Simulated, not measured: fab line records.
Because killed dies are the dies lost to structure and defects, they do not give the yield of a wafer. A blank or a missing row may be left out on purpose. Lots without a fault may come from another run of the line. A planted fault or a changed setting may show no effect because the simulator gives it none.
Which tool is to blame? + flow n5 finfet + Sampling: 14 lots, 42 wafers, 5 of 1938 route steps

WHAT EACH GAUGE READ, for each wafer
N5_DUMMY_GATE_CD_MEAS_24: the cd target is 15 nm.
| lot  | measured    | on        | cd nm (nm)     |
|------|-------------|-----------|----------------|
| L387 | day 2 23:24 | cd sem-02 | 14.6 15.2 15.5 |
| L388 | day 3 03:46 | cd sem-03 | 15.3 14.6 14.8 |
| L389 | day 3 13:35 | cd sem-01 | 14.5 15.0 14.5 |
| L390 | day 3 17:32 | cd sem-01 | 14.9 14.8 14.9 |
| L391 | day 4 00:11 | cd sem-01 | 15.2 14.8 14.6 |
| L392 | day 4 05:05 | cd sem-02 | 15.0 15.6 14.8 |
| L393 | day 4 10:48 | cd sem-01 | 14.9 15.4 14.9 |
| L394 | day 4 17:40 | cd sem-03 | 15.2 15.3 14.9 |
| L397 | day 5 11:13 | cd sem-03 | 14.5 14.7 14.5 |
| L404 | day 7 03:36 | cd sem-03 | 15.2 15.6 14.6 |
| L406 | day 7 19:52 | cd sem-03 | 14.8 15.0 15.2 |
| L407 | day 7 23:20 | cd sem-03 | 14.3 14.4 14.6 |
| L409 | day 8 09:52 | cd sem-03 | 15.1 14.5 15.1 |
| L410 | day 8 21:43 | cd sem-02 | 15.8 15.0 15.5 |

N5_SD_EPI_N_EPI_MEAS_23.
| lot  | measured    | on            | thk nm (nm)    |
|------|-------------|---------------|----------------|
| L387 | day 3 04:56 | film metro-02 | 59.5 58.4 60.5 |
| L388 | day 3 08:34 | film metro-02 | 57.8 59.2 56.5 |
| L389 | day 3 19:06 | film metro-01 | 57.3 58.1 58.9 |
| L390 | day 3 22:47 | film metro-01 | 59.3 57.2 57.7 |
| L391 | day 4 06:00 | film metro-01 | 58.3 58.8 59.4 |
| L392 | day 4 10:40 | film metro-02 | 59.2 58.1 59.3 |
| L393 | day 4 17:55 | film metro-02 | 60.7 61.8 59.3 |
| L394 | day 5 00:13 | film metro-02 | 52.5 52.1 55.2 |
| L397 | day 5 16:46 | film metro-02 | 53.0 53.4 52.0 |
| L404 | day 7 09:17 | film metro-01 | 59.0 60.9 58.2 |
| L406 | day 8 01:23 | film metro-01 | 58.8 58.0 59.7 |
| L407 | day 8 04:23 | film metro-01 | 58.4 57.8 60.0 |
| L409 | day 8 14:43 | film metro-01 | 58.8 59.5 59.3 |
| L410 | day 9 02:40 | film metro-02 | 58.5 57.7 62.7 |

N5_SD_EPI_P_CD_MEAS_09: the cd target is 240 nm.
| lot  | measured    | on        | cd nm (nm)        |
|------|-------------|-----------|-------------------|
| L387 | day 3 06:08 | cd sem-01 | 239.6 241.3 240.6 |
| L388 | day 3 09:25 | cd sem-02 | 239.2 239.6 238.7 |
| L389 | day 3 20:07 | cd sem-03 | 239.5 240.1 239.2 |
| L390 | day 3 23:45 | cd sem-03 | 241.0 240.2 240.0 |
| L391 | day 4 06:57 | cd sem-02 | 240.0 239.7 240.4 |
| L392 | day 4 12:07 | cd sem-01 | 239.5 240.8 240.5 |
| L393 | day 4 18:44 | cd sem-01 | 241.4 239.9 241.2 |
| L394 | day 5 01:25 | cd sem-02 | 239.7 239.1 240.1 |
| L397 | day 5 17:39 | cd sem-02 | 238.6 238.8 239.0 |
| L404 | day 7 10:14 | cd sem-02 | 240.5 239.7 242.1 |
| L406 | day 8 02:20 | cd sem-02 | 239.1 239.1 239.2 |
| L407 | day 8 05:20 | cd sem-01 | 239.2 239.3 238.0 |
| L409 | day 8 15:46 | cd sem-02 | 241.8 241.5 239.6 |
| L410 | day 9 03:31 | cd sem-03 | 239.7 239.4 238.4 |

WHICH TOOL RAN EACH LOT (tool, then ch and the chambers of the sampled wafers, then the start)
| lot  | N5_SD_EPI_N_ETCH_35               | N5_SD_EPI_N_PRECLEAN_48        |
|------|-----------------------------------|--------------------------------|
| L387 | rie diel-04 ch 1,2,3, day 3 00:53 | epi rpcvd-02 ch 0, day 3 01:56 |
| L388 | rie diel-03 ch 0,1,2, day 3 05:14 | epi rpcvd-01 ch 0, day 3 06:17 |
| L389 | rie diel-03 ch 0,1,2, day 3 15:04 | epi rpcvd-01 ch 0, day 3 16:06 |
| L390 | rie diel-04 ch 0,3, day 3 18:52   | epi rpcvd-03 ch 0, day 3 19:59 |
| L391 | rie diel-04 ch 1,3, day 4 01:58   | epi rpcvd-02 ch 0, day 4 03:05 |
| L392 | rie diel-05 ch 1,2,3, day 4 06:35 | epi rpcvd-01 ch 0, day 4 07:40 |
| L393 | rie diel-03 ch 0,1,3, day 4 12:50 | epi rpcvd-01 ch 0, day 4 14:14 |
| L394 | rie diel-04 ch 0,1,2, day 4 20:10 | epi rpcvd-01 ch 0, day 4 21:22 |
| L397 | rie diel-03 ch 0,1,3, day 5 12:44 | epi rpcvd-01 ch 0, day 5 13:46 |
| L404 | rie diel-03 ch 1,2,3, day 7 05:59 | epi rpcvd-02 ch 0, day 7 07:02 |
| L406 | rie diel-04 ch 2,3, day 7 21:20   | epi rpcvd-01 ch 0, day 7 22:23 |
| L407 | rie diel-05 ch 2,3, day 8 01:04   | epi rpcvd-02 ch 0, day 8 02:08 |
| L409 | rie diel-03 ch 0,1, day 8 11:25   | epi rpcvd-01 ch 0, day 8 12:28 |
| L410 | rie diel-04 ch 1,2,3, day 8 23:22 | epi rpcvd-01 ch 0, day 9 00:24 |
- N5_SD_EPI_N_ETCH_35: etches SOC in N2/H2, overetch 108 nm, time 486 s.
- N5_SD_EPI_N_PRECLEAN_48: cleans in NF3:NH3, afs cycles 2, time 20 s, sublimation time 60 s.

WHAT THE TOOLS THEMSELVES READ (means of the sampled wafers that have a number; where no wafer has one, the mark that the record gives instead)
N5_SD_EPI_N_ETCH_35.
| lot  | tool        | drypump motor current A (A) | h2 flow sccm (sccm) | oes product au (a.u.) | rf vpp V (V) | showerhead plenum p Torr (Torr) | throttle valve pct (%) |
|------|-------------|-----------------------------|---------------------|-----------------------|--------------|---------------------------------|------------------------|
| L387 | rie diel-04 | 6.2                         | 199.6               | 0.69                  | 241.7        | 2.55                            | 23.7                   |
| L388 | rie diel-03 | 6.0                         | 200.8               | 0.73                  | 240.8        | 2.55                            | 23.9                   |
| L389 | rie diel-03 | 6.0                         | 199.4               | 0.72                  | 240.7        | 2.55                            | 23.9                   |
| L390 | rie diel-04 | 6.3                         | 198.9               | 0.72                  | 240.4        | 2.52                            | 23.6                   |
| L391 | rie diel-04 | 6.1                         | 200.2               | 0.72                  | 239.7        | 2.52                            | 23.5                   |
| L392 | rie diel-05 | 5.7                         | 200.3               | 0.65                  | 239.9        | 2.52                            | 23.7                   |
| L393 | rie diel-03 | 5.8                         | 200.0               | 0.77                  | 240.2        | 2.51                            | 23.7                   |
| L394 | rie diel-04 | 6.4                         | 200.2               | 0.64                  | 241.2        | 2.60                            | 23.6                   |
| L397 | rie diel-03 | 5.8                         | 200.7               | 0.77                  | 240.5        | 2.50                            | 23.6                   |
| L404 | rie diel-03 | 6.0                         | 199.9               | 0.74                  | 241.1        | 2.54                            | 23.9                   |
| L406 | rie diel-04 | 6.3                         | 200.4               | 0.66                  | 240.3        | 2.50                            | 24.0                   |
| L407 | rie diel-05 | 6.1                         | 199.8               | 0.63                  | 240.7        | 2.53                            | 23.6                   |
| L409 | rie diel-03 | 6.2                         | 200.1               | 0.72                  | 239.6        | 2.49                            | 23.6                   |
| L410 | rie diel-04 | 6.2                         | 200.0               | 0.65                  | 240.6        | 2.52                            | 23.7                   |

N5_SD_EPI_N_PRECLEAN_48.
| lot  | tool         | sublimation temp c (C) |
|------|--------------|------------------------|
| L387 | epi rpcvd-02 | 179.88                 |
| L388 | epi rpcvd-01 | 179.98                 |
| L389 | epi rpcvd-01 | 179.81                 |
| L390 | epi rpcvd-03 | 179.88                 |
| L391 | epi rpcvd-02 | 180.12                 |
| L392 | epi rpcvd-01 | 180.20                 |
| L393 | epi rpcvd-01 | 179.90                 |
| L394 | epi rpcvd-01 | 180.02                 |
| L397 | epi rpcvd-01 | 180.04                 |
| L404 | epi rpcvd-02 | 180.09                 |
| L406 | epi rpcvd-01 | 180.01                 |
| L407 | epi rpcvd-02 | 179.83                 |
| L409 | epi rpcvd-01 | 180.12                 |
| L410 | epi rpcvd-01 | 179.92                 |

THE ANSWER, worked out from the rows above alone
Rule: usual is defined by the lots themselves. The widest of any qualifying gaps counts: lots, ordered by their means at a reading, are off when they make up no more than a third of the lots, leave a main group of 4 or more, and stand apart from it by 3 or more times the standard deviation of that group's means. If all means in a main group match to the digits the tables above print for the reading, that group is not used. A lot without any number at a reading at which 4 lots or more have one is off too. Where the step has rows for the other lots, those lots are counted as sound. Order of review: gauges by route order, followed by the tools' own readings, for which a lot's mean as printed above is used. At the first step where some lot is off, the reading lying furthest off is the one used; lots without a number count as furthest.
Off: L394, L397 (N5_SD_EPI_N_EPI_MEAS_23, thk nm). The main group has a mean of 59.0 nm with a standard deviation of 0.74.
A tool fits if, at a process step before that reading, it ran every lot that is off, and no sound lot after the first of them. Gauges at N5_SD_EPI_N_EPI_MEAS_23: tried the same way as those tools. Of those tried, none fits.

WHAT THE SIMULATOR HAD PUT IN
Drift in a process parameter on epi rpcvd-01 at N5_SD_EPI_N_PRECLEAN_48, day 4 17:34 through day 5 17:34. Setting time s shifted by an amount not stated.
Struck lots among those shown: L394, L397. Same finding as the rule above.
